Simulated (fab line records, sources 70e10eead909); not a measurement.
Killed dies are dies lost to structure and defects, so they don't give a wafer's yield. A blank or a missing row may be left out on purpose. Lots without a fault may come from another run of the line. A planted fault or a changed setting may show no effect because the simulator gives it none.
fab line records | flow nand_harc
record lots=7 wafers=21 last_day=24
route steps=1159 shown A_SGD_CUT@758 END@1159
lots that met no fault: from a run of the same line without faults
start_h: hours from the record's first day to the start of the lot's first wafer shown | wait_h: hours since the lot's step before | " the same as in the row above | L1.1+2: a row that stands for several wafers | - no value, or no start given | * or withheld: withheld | < > ~ a bound
route shown NAME@n: a module of which the file shows steps, and the number in the route of the first | usual: mean/standard deviation of fault-free wafers | same: alike in all rows | chamber/n: place in a boat | sites: the reading at each site | _std_site: their standard deviation | _edge_site: outer sites' mean less inner sites' | radius_mm: how far each site lies from the wafer's centre | mask NAME#n: copy n | behind: the tool/chamber that last shaped the wafer | hold: why the lot was held/for how many hours/how that ended | device: the transistor (n, p or np) that didn't switch | end of line: the same wafers' tests at the end of the route | a step without rows: its recipe alone | killed: dies lost to structure and defects at the first sort, not the wafer's yield | map: a wafer's dies, x killed, . not, _ none there
set.NAME: the setting as run; set.NAME@STEP: as run at that earlier step | model.NAME: the simulator's own value behind a step, which no gauge read
lots at some steps of the route; a table a step, a row a wafer
services: from which hour (start_h, from the record's first day; less than 0 if before it) a tool's chamber was out of use, for how many hours, and why
## steps
# step NHARC_A_SGD_CUT_CD_MEAS_09
# recipe target_cd_nm=100 landing_energy_ev=500
# usual cd_nm=100.4/0.49
# columns lot.wafer tool chamber start_h wait_h cd_nm
L715.1 cd_sem-02 0 332.02 - 100.6
L715.5 " 0 " " 100.7
L715.6 " 0 " " 100.7
L717.1 cd_sem-01 0 350.37 - 100.2
L717.5 " 0 " " 99.8
L717.6 " 0 " " 100.0
L722.3 cd_sem-03 0 373.20 - 100.8
L722.4 " 0 " " 101.2
L722.5 " 0 " " 101.4
L723.1 cd_sem-02 0 385.77 - 100.1
L723.4 " 0 " " 100.8
L723.6 " 0 " " 100.8
L726.1 cd_sem-01 0 386.21 - 99.9
L726.2 " 0 " " 99.3
L726.3 " 0 " " 99.2
L724.1 cd_sem-02 0 398.66 - 99.8
L724.2 " 0 " " 99.9
L724.4 " 0 " " 100.5
L733.3 cd_sem-01 0 444.73 - 100.1
L733.4 " 0 " " 100.5
L733.6 " 0 " " 100.3
# step NHARC_A_SGD_CUT_OVL_MEAS_10
# usual overlay_x_nm=-0.1/0.82 overlay_y_nm=-0.1/0.98
# columns lot.wafer tool chamber start_h wait_h overlay_x_nm overlay_y_nm
L715.1 overlay-02 - 332.10 - -0.6 -0.7
L715.5 " - " " -0.4 -1.2
L715.6 " - " " 0.2 -1.1
L717.1 overlay-01 - 350.46 - -1.6 0.9
L717.5 " - " " -1.4 0.7
L717.6 " - " " -1.3 0.3
L722.3 overlay-02 - 373.28 - 0.2 1.1
L722.4 " - " " 0.2 0.6
L722.5 " - " " 0.1 0.3
L723.1 overlay-01 - 385.86 - -0.8 1.4
L723.4 " - " " 0.0 1.1
L723.6 " - " " -0.4 1.4
L726.1 overlay-02 - 386.30 - 0.9 1.2
L726.2 " - " " 1.0 1.2
L726.3 " - " " 0.7 1.0
L724.1 overlay-01 - 398.74 - 0.2 -1.1
L724.2 " - " " -0.3 -2.0
L724.4 " - " " -0.1 -1.6
L733.3 overlay-02 - 444.81 - 0.3 -0.9
L733.4 " - " " 0.1 -1.2
L733.6 " - " " 0.3 -1.0
# step NHARC_A_SGD_CUT_INSPECT_11
# usual raw_defect_count=17/9.5
# columns lot.wafer tool chamber start_h wait_h raw_defect_count
L715.1 defect_inspect-02 - 332.14 0.0 6
L715.5 " - " " 8
L715.6 " - " " 3
L717.1 defect_inspect-02 - 350.50 0.0 5
L717.5 " - " " 7
L717.6 " - " " 10
L722.3 defect_inspect-02 - 373.32 0.0 26
L722.4 " - " " 22
L722.5 " - " " 23
L723.1 defect_inspect-01 - 385.89 0.0 29
L723.4 " - " " 17
L723.6 " - " " 24
L726.1 defect_inspect-01 - 386.34 0.0 8
L726.2 " - " " 8
L726.3 " - " " 9
L724.1 defect_inspect-02 - 398.78 0.0 11
L724.2 " - " " 13
L724.4 " - " " 11
L733.3 defect_inspect-02 - 444.85 0.0 19
L733.4 " - " " 17
L733.6 " - " " 22
# step NHARC_A_SGD_CUT_DESCUM_14
# recipe time_s=3 o2_flow_sccm=200 ar_flow_sccm=0 bias_power_w=0 chemistry=O2
# usual drypump_motor_current_A=5.9/0.54 oes_product_au=1.000/0.0083 rf_vpp_V=57.9/0.94 showerhead_plenum_p_Torr=1.93/0.07 throttle_valve_pct=11.311/0.0089
# columns lot.wafer tool chamber start_h wait_h drypump_motor_current_A oes_product_au rf_hours_counter_h rf_vpp_V showerhead_plenum_p_Torr throttle_valve_pct
L715.1 rie_diel-11 3 332.22 0.1 5.3 0.998 16 58.2 1.87 11.305
L715.5 " 1 " " 6.6 0.993 - 57.5 1.94 11.322
L715.6 " 2 " " 6.0 0.994 - 57.7 2.02 11.308
L717.1 rie_diel-06 0 350.57 0.1 5.9 0.998 9 57.7 1.81 11.325
L717.6 " 2 " " 6.4 1.001 - 58.0 2.00 11.305
L717.5 " 3 " " 5.3 1.015 - 57.5 1.90 11.318
L722.3 rie_diel-01 3 373.39 0.1 6.6 0.999 4 57.4 1.95 11.303
L722.4 " 1 " " 5.9 0.995 4 58.5 2.01 11.300
L722.5 " 2 " " 4.9 1.005 - 56.3 2.03 11.310
L723.4 rie_diel-06 2 385.95 0.1 6.3 0.995 13 58.5 2.00 11.314
L723.1 " 1 " " 5.4 1.000 13 57.1 1.90 11.320
L723.6 " 3 " " 5.4 0.997 - 57.7 1.90 11.320
L726.3 rie_diel-01 0 386.40 0.1 6.5 1.013 5 57.2 1.97 11.313
L726.2 " 1 " " 5.9 1.012 5 57.8 2.01 11.315
L726.1 " 2 " " 4.9 1.018 5 58.3 2.02 11.310
L724.4 rie_diel-06 3 398.84 0.1 5.3 1.009 8 56.6 1.90 11.317
L724.2 " 1 " " 5.4 0.988 13 57.5 1.90 11.302
L724.1 " 2 " " 6.4 1.003 13 57.6 2.00 11.313
L733.4 rie_diel-11 0 444.91 0.1 6.4 1.007 9 56.1 1.83 11.298
L733.3 " 1 " " 6.7 1.014 7 59.5 1.93 11.320
L733.6 " 0 " " 6.4 1.000 - 57.0 1.83 11.324
# step NHARC_A_SGD_CUT_ETCH_58
# recipe target_depth_a=390 over_etch_frac=0.3 time_s=65 ion_energy_ev=80 cf4_flow_sccm=150 ar_flow_sccm=0 rf_w=300 bias_w=100 chemistry=CF4
# step NHARC_A_SGD_CUT_ETCH_59
# recipe target_depth_a=2600 over_etch_frac=0.25 time_s=406.25 ion_energy_ev=200 n2_flow_sccm=150 h2_flow_sccm=150 ar_flow_sccm=0 rf_w=400 bias_w=150 chemistry=N2/H2
# usual drypump_motor_current_A=5.9/0.53 h2_flow_sccm=150.0/0.46 oes_product_au=1.000/0.0073 rf_vpp_V=431.0/2.3 showerhead_plenum_p_Torr=2.06/0.079 throttle_valve_pct=14.171/0.0092
# columns lot.wafer tool chamber start_h wait_h drypump_motor_current_A h2_flow_sccm oes_product_au rf_hours_counter_h rf_vpp_V showerhead_plenum_p_Torr throttle_valve_pct
L715.1 rie_diel-11 3 - - 5.4 150.7 1.007 16 429.4 1.99 14.177
L715.6 " 2 " " 6.0 150.1 0.994 - 433.6 2.15 14.173
L715.5 " 3 " " 5.3 151.1 1.003 - 428.4 1.99 14.170
L717.1 rie_diel-06 2 - - 6.4 150.3 1.007 10 433.8 2.13 14.167
L717.6 " 2 " " 6.4 149.9 0.997 - 432.2 2.13 14.168
L717.5 " 3 " " 5.3 150.8 1.007 - 430.3 2.03 14.174
L722.3 rie_diel-01 1 - - 5.9 149.4 1.006 4 431.9 2.14 14.163
L722.4 " 2 " " 4.9 150.5 1.003 4 432.5 2.16 14.152
L722.5 " 0 " " 6.5 149.9 1.002 - 432.3 2.10 14.176
L723.1 rie_diel-06 3 - - 5.4 150.1 1.015 7 430.4 2.03 14.166
L723.4 " 2 " " 6.4 150.0 1.007 13 431.6 2.13 14.160
L723.6 " 0 " " 5.9 149.7 1.007 - 427.9 1.93 14.152
L726.3 rie_diel-01 2 - - 4.9 150.2 1.008 5 433.0 2.16 14.183
L726.1 " 3 " " 6.7 149.7 1.004 5 429.6 2.08 14.163
L726.2 " 0 " " 6.5 150.4 0.993 5 432.3 2.10 14.168
L724.2 rie_diel-06 0 - - 5.9 150.8 1.002 13 427.0 1.93 14.179
L724.4 " 1 " " 5.4 148.8 0.999 13 431.8 2.02 14.161
L724.1 " 2 " " 6.4 150.2 1.012 13 433.7 2.13 14.177
L733.3 rie_diel-11 1 - - 6.5 150.1 1.000 7 430.1 2.06 14.178
L733.4 " 2 " " 6.0 150.3 0.993 8 433.5 2.15 14.175
L733.6 " 1 " " 6.6 149.8 0.992 - 432.4 2.06 14.165
# step NHARC_A_SGD_CUT_ETCH_15
# recipe target_depth_a=750 time_s=64.3 ch3f_flow_sccm=50 o2_flow_sccm=30 ar_flow_sccm=200 rf_w=500 bias_w=100 chemistry=CH3F/O2
# usual drypump_motor_current_A=6.0/0.53 oes_product_au=0.960/0.017 rf_vpp_V=264.0/1.6 showerhead_plenum_p_Torr=2.48/0.088 throttle_valve_pct=20.663/0.0087
# columns lot.wafer tool chamber start_h wait_h drypump_motor_current_A oes_product_au rf_hours_counter_h rf_vpp_V showerhead_plenum_p_Torr throttle_valve_pct
L715.1 rie_diel-11 2 - - 6.0 0.961 17 266.1 2.59 20.655
L715.5 " 2 " " 6.0 0.955 - 266.1 2.59 20.668
L715.6 " 3 " " 5.4 0.972 - 262.7 2.40 20.666
L717.1 rie_diel-06 3 - - 5.4 0.956 4 263.2 2.45 20.665
L717.5 " 3 " " 5.4 0.953 - 263.4 2.45 20.662
L717.6 " 0 " " 5.9 0.957 - 262.2 2.33 20.658
L722.3 rie_diel-01 3 - - 6.7 0.937 4 265.0 2.51 20.658
L722.4 " 0 " " 6.5 0.931 4 265.8 2.53 20.656
L722.5 " 0 " " 6.5 0.925 - 263.9 2.53 20.672
L723.1 rie_diel-06 0 - - 5.9 0.976 13 261.3 2.33 20.657
L723.4 " 3 " " 5.3 0.974 7 264.2 2.44 20.660
L723.6 " 1 " " 5.4 0.970 - 263.8 2.44 20.659
L726.3 rie_diel-01 3 - - 6.6 0.963 5 264.4 2.51 20.655
L726.1 " 1 " " 5.9 0.952 6 265.7 2.57 20.662
L726.2 " 2 " " 4.9 0.959 5 265.5 2.60 20.652
L724.2 rie_diel-06 2 - - 6.4 0.933 13 263.8 2.56 20.654
L724.4 " 0 " " 5.9 0.923 13 261.6 2.33 20.657
L724.1 " 1 " " 5.5 0.923 14 264.2 2.44 20.651
L733.4 rie_diel-11 3 - - 5.4 0.983 9 262.1 2.40 20.675
L733.3 " 1 " " 6.6 0.967 8 264.2 2.48 20.649
L733.6 " 3 " " 5.4 0.977 - 263.0 2.40 20.663
# step NHARC_A_SGD_CUT_ETCH_16
# recipe target_depth_a=3105 time_s=155.2 c4f8_flow_sccm=withheld o2_flow_sccm=8 ar_flow_sccm=withheld rf_w=600 bias_w=800 chemistry=C4F8/O2/Ar
# usual oes_product_au=0.970/0.013 rf_vpp_V=724/3.6
# columns lot.wafer tool chamber start_h wait_h oes_product_au rf_hours_counter_h rf_vpp_V
L715.1 rie_diel-11 0 - - 0.983 16 717
L715.6 " 2 " " 0.975 - 729
L715.5 " 3 " " 0.987 - 720
L717.1 rie_diel-06 1 - - 0.961 11 722
L717.5 " 3 " " 0.973 - 724
L717.6 " 0 " " 0.974 - 717
L722.4 rie_diel-01 2 - - 0.939 4 728
L722.3 " 3 " " 0.941 4 724
L722.5 " 1 " " 0.938 - 728
L723.4 rie_diel-06 3 - - 0.967 7 723
L723.1 " 0 " " 0.983 13 719
L723.6 " 2 " " 0.955 - 727
L726.3 rie_diel-01 0 - - 0.963 5 725
L726.1 " 1 " " 0.964 6 726
L726.2 " 2 " " 0.974 5 729
L724.2 rie_diel-06 1 - - 0.928 14 723
L724.4 " 2 " " 0.952 13 728
L724.1 " 3 " " 0.954 8 723
L733.4 rie_diel-11 2 - - 0.983 8 729
L733.3 " 0 " " 0.969 9 719
L733.6 " 2 " " 0.982 - 729
# step NHARC_A_SGD_CUT_STRIP_60
# recipe c4f8_flow_sccm=withheld o2_flow_sccm=8 ar_flow_sccm=withheld bias_w=0 chemistry=C4F8/O2/Ar
# step NHARC_A_SGD_CUT_STRIP_17
# recipe o2_flow_sccm=500 ar_flow_sccm=0 bias_w=0 chemistry=O2
# usual drypump_motor_current_A=6.0/0.53 oes_product_au=0.998/0.0066 rf_vpp_V=57.9/0.78 showerhead_plenum_p_Torr=3.56/0.12 throttle_valve_pct=17.037/0.0097
# columns lot.wafer tool chamber start_h wait_h drypump_motor_current_A oes_product_au rf_hours_counter_h rf_vpp_V showerhead_plenum_p_Torr throttle_valve_pct
L715.1 rie_diel-11 2 - - 6.0 0.992 17 57.9 3.71 17.032
L715.5 " 3 " " 5.4 0.994 - 58.0 3.45 17.047
L715.6 " 0 " " 6.4 0.990 - 58.6 3.40 17.029
L717.1 rie_diel-06 1 - - 5.4 0.997 11 57.1 3.50 17.032
L717.6 " 1 " " 5.5 1.010 - 58.4 3.50 17.038
L717.5 " 2 " " 6.4 1.001 - 56.6 3.67 17.041
L722.4 rie_diel-01 3 - - 6.7 0.998 4 57.9 3.59 17.038
L722.3 " 0 " " 6.5 0.996 4 57.5 3.62 17.037
L722.5 " 0 " " 6.5 1.004 - 57.5 3.62 17.035
L723.4 rie_diel-06 1 - - 5.4 0.994 13 59.0 3.50 17.030
L723.1 " 2 " " 6.4 1.006 13 58.3 3.67 17.049
L723.6 " 0 " " 5.9 0.990 - 58.1 3.35 17.017
L726.2 rie_diel-01 3 - - 6.7 1.000 5 56.5 3.59 17.023
L726.3 " 0 " " 6.5 0.997 5 57.1 3.62 17.046
L726.1 " 2 " " 4.9 1.004 5 56.7 3.72 17.049
L724.4 rie_diel-06 0 - - 5.9 0.997 13 58.2 3.35 17.059
L724.1 " 1 " " 5.4 0.983 14 58.2 3.50 17.052
L724.2 " 3 " " 5.4 1.001 8 57.6 3.51 17.039
L733.4 rie_diel-11 3 - - 5.4 0.992 9 57.1 3.44 17.031
L733.3 " 2 " " 6.0 0.997 9 58.8 3.70 17.031
L733.6 " 0 " " 6.4 0.997 - 56.4 3.39 17.014
# step NHARC_A_SGD_CUT_PRECLEAN_18
# recipe time_s=* temp_c=50 bath_age_min=0 chemistry=SC1
# step NHARC_A_SGD_CUT_SRD_19
# step NHARC_A_SGD_CUT_DEP_20
# recipe target_thk_a=1500 temp_c=65 material=SiO2
# columns lot.wafer tool chamber start_h wait_h
L715.1+5+6 fcvd-01 1,1,0 333.33 -
L717.1+6+5 fcvd-02 0,0,1 351.66 -
L722.4+3+5 fcvd-01 1,0,1 374.57 -
L723.1+4+6 fcvd-01 1,0,0 387.07 -
L726.2+1+3 fcvd-01 1,0,0 387.54 -
L724.2+1+4 fcvd-01 1,0,1 399.96 -
L733.4+3+6 fcvd-02 1,0,1 446.12 0.2
# step NHARC_A_SGD_CUT_ANNEAL_27
# recipe temp_c=450 time_s=1800
# step NHARC_A_SGD_CUT_CMP_21
# recipe target_thk_nm=148.19
# usual motor_current_A=12.1/0.92 time_to_endpoint_s=49.1/2.5
# columns lot.wafer tool chamber start_h wait_h motor_current_A time_to_endpoint_s
L715.1 cmp-02 1 337.96 0.4 12.2 44.6
L715.6 " 3 " " 11.5 51.7
L715.5 " 0 " " 14.7 53.5
L717.1 cmp-04 0 356.26 0.4 12.6 53.6
L717.6 " 3 " " 12.8 50.4
L717.5 " 0 " " 11.7 51.4
L722.4 cmp-03 2 382.05 0.4 11.2 49.4
L722.3 " 3 " " 12.7 47.1
L722.5 " 2 " " 11.8 49.6
L723.1 cmp-03 1 393.65 0.4 11.3 49.3
L723.4 " 2 " " 11.3 27.7
L723.6 " 1 " " 11.2 32.7
L726.3 cmp-04 1 393.66 0.4 12.4 30.7
L726.2 " 3 " " 12.5 51.3
L726.1 " 0 " " 12.5 30.8
L724.1 cmp-03 2 404.12 0.4 11.2 25.7
L724.4 " 3 " " 12.8 47.3
L724.2 " 0 " " 13.1 48.9
L733.4 cmp-03 2 450.22 0.4 11.0 46.3
L733.3 " 0 " " 12.6 47.1
L733.6 " 3 " " 12.0 45.0
# step NHARC_A_SGD_CUT_THK_MEAS_22
# recipe thk_meas_gauge=ellipsometry
# usual thk_nm=147.6/1.5
# columns lot.wafer tool chamber start_h wait_h thk_nm
L715.1 film_metro-01 - 338.17 0.2 147.0
L715.5 " - " " 149.6
L715.6 " - " " 147.5
L717.1 film_metro-01 - 356.49 0.2 147.0
L717.5 " - " " 147.8
L717.6 " - " " 149.4
L722.3 film_metro-01 - 382.31 0.2 145.9
L722.4 " - " " 149.6
L722.5 " - " " 149.1
L723.1 film_metro-01 - 393.90 0.2 147.4
L723.4 " - " " 90.8
L723.6 " - " " 89.7
L726.1 film_metro-02 - 393.92 0.2 91.2
L726.2 " - " " 146.0
L726.3 " - " " 90.6
L724.1 film_metro-01 - 404.38 0.2 91.6
L724.2 " - " " 146.5
L724.4 " - " " 144.7
L733.3 film_metro-01 - 450.48 0.2 145.3
L733.4 " - " " 147.7
L733.6 " - " " 147.1
# step NHARC_A_SGD_CUT_SRD_23
# step NHARC_END_SORT_01
# recipe temp_c=25
# usual killed_at_array=29/12 killed_at_other=0.7/1 killed_at_periphery=4/3.2 killed_dies=34/12 killed_open=3.4/2 killed_short=1.8/1.3
# same gross_dies=677
# columns lot.wafer tool chamber start_h wait_h killed_at_array killed_at_other killed_at_periphery killed_dies killed_open killed_short
L717.1 prober-01 0 489.53 2.4 13 2 5 20 6 2
L717.5 prober-01 0 492.71 3.7 10 0 9 19 5 0
L717.6 prober-01 0 493.51 4.0 13 0 7 20 4 1
L723.1 prober-02 0 505.21 2.5 39 0 5 44 2 2
L723.4 prober-02 0 507.59 3.4 38 0 4 42 1 3
L723.6 prober-02 0 509.18 4.0 36 0 6 42 2 1
L724.1 prober-01 0 530.10 2.5 14 0 0 14 0 1
L724.2 prober-01 0 530.91 2.8 16 0 1 17 1 0
L724.4 prober-01 0 532.52 3.4 14 1 1 16 2 3
# killed by level:class
L717.1 A_STAIRCASE:chamber_film_flake=4 P_M2:chamber_film_flake=3 A_ONON_D1:geometric_particle:open=2 A_CONTACT:chamber_film_flake=2 P_CONTACT:geometric_particle:short=1 A_CHANNEL_FILL_D1:geometric_particle:open=1 A_WL_FILL:geometric_particle:open=1 A_M0:geometric_particle:short=1
L717.5 P_M2:chamber_film_flake=5 A_STAIRCASE:chamber_film_flake=4 A_CHANNEL_HOLE_D1:chamber_film_flake=3 P_M2:geometric_particle:open=2 A_CONTACT:geometric_particle:open=2 P_CONTACT:chamber_film_flake=2 A_SGD_CUT:geometric_particle:open=1
L717.6 A_CHANNEL_HOLE_D1:chamber_film_flake=5 P_M2:chamber_film_flake=3 A_ONON_D1:geometric_particle:open=2 P_CONTACT:chamber_film_flake=2 A_STAIRCASE:chamber_film_flake=2 P_GATE:geometric_particle:open=1 A_WL_FILL:geometric_particle:short=1 A_M0:geometric_particle:open=1
L723.1 A_SLIT:chamber_film_flake=13 A_CHANNEL_HOLE_D1:chamber_film_flake=10 A_CONTACT:chamber_film_flake=5 A_STAIRCASE:chamber_film_flake=4 A_M0:chamber_film_flake=4 P_BONDPAD:chamber_film_flake=3 A_WL_FILL:geometric_particle:short=2 P_M0:geometric_particle:open=1
L723.4 A_SLIT:chamber_film_flake=14 A_CHANNEL_HOLE_D1:chamber_film_flake=9 A_CONTACT:chamber_film_flake=4 A_M0:chamber_film_flake=4 A_M1:chamber_film_flake=3 P_BONDPAD:chamber_film_flake=2 P_M0:geometric_particle:short=1 A_M0:geometric_particle:short=1
L723.6 A_CHANNEL_HOLE_D1:chamber_film_flake=12 A_SLIT:chamber_film_flake=12 A_CONTACT:chamber_film_flake=4 P_BONDPAD:chamber_film_flake=3 A_STAIRCASE:chamber_film_flake=3 A_M0:chamber_film_flake=3 P_M0:geometric_particle:short=1 A_ONON_D1:geometric_particle:open=1
L724.1 A_STAIRCASE:chamber_film_flake=7 A_CHANNEL_HOLE_D1:chamber_film_flake=4 A_WL_FILL:geometric_particle:short=1 A_CHANNEL_FILL_D1:chamber_film_flake=1 A_CONTACT:chamber_film_flake=1
L724.2 A_CHANNEL_HOLE_D1:chamber_film_flake=5 A_CONTACT:chamber_film_flake=5 A_STAIRCASE:chamber_film_flake=4 P_M0:geometric_particle:open=1 A_ZERO_WELL:chamber_film_flake=1 A_WL_FILL:chamber_film_flake=1
L724.4 A_CHANNEL_HOLE_D1:chamber_film_flake=4 A_CONTACT:chamber_film_flake=3 A_STAIRCASE:chamber_film_flake=2 A_WL_FILL:chamber_film_flake=2 P_STI:geometric_particle:open=1 A_CHANNEL_HOLE_D1:geometric_particle:open=1 A_CHANNEL_FILL_D1:geometric_particle:short=1 A_WL_FILL:geometric_particle:short=1
## services
# columns tool chamber start_h hours kind
cmp-03 - 314.90 1.3 repair
rie_diel-01 - 314.94 9.0 pm
cmp-03 - 317.03 1.9 repair
rie_diel-06 0 323.70 - clean
rie_diel-06 1 323.70 - clean
rie_diel-06 2 323.70 - clean
cmp-02 - 324.50 4.0 pm
cmp-04 - 345.53 3.7 repair
fcvd-01 1 351.48 4.2 repair
cmp-03 - 353.48 4.0 pm
cmp-02 - 355.37 2.7 repair
rie_diel-11 - 366.56 9.0 pm
cmp-03 - 366.58 0.4 repair
rie_diel-06 2 373.06 2.2 repair
cmp-02 - 375.41 0.3 repair
fcvd-02 - 376.00 13.0 pm
cmp-04 - 399.81 4.0 pm
fcvd-02 - 412.53 0.7 repair
fcvd-01 - 417.03 1.1 repair
rie_diel-06 - 418.20 9.0 pm
cmp-02 - 422.50 4.0 pm
cmp-04 - 432.19 0.6 repair
cmp-03 - 440.93 2.2 repair
rie_diel-01 3 444.44 8.8 repair
## key
first_sign step=NHARC_A_SGD_CUT_CMP_21 reading=time_to_endpoint_s direction=down sigmas=7.9 usual=* struck=*
effect step=NHARC_A_SGD_CUT_THK_MEAS_22 reading=thk_nm direction=down sigmas=39 usual=147.6 struck=90.8
met_at NHARC_A_SGD_CUT_DEP_20
struck_wafers L723.4,L723.6,L724.1,L726.1,L726.3
tester_left_out L723,L724,L726
onset_between 374.57 387.07
fault kind=process_parameter_drift tool=fcvd-01 chamber=0 onset_h=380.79 steps=NHARC_A_SGD_CUT_DEP_20 channel=target_thk_a offset=* shape=step end_h=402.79 stated=*
# tester_left_out: of these lots the tester's yield and bins aren't shown, on N5 and GAA mostly nor the transistor test; their killed dies are dies lost to structure and defects alone, not to doping, threshold or leakage, so they don't give the yield
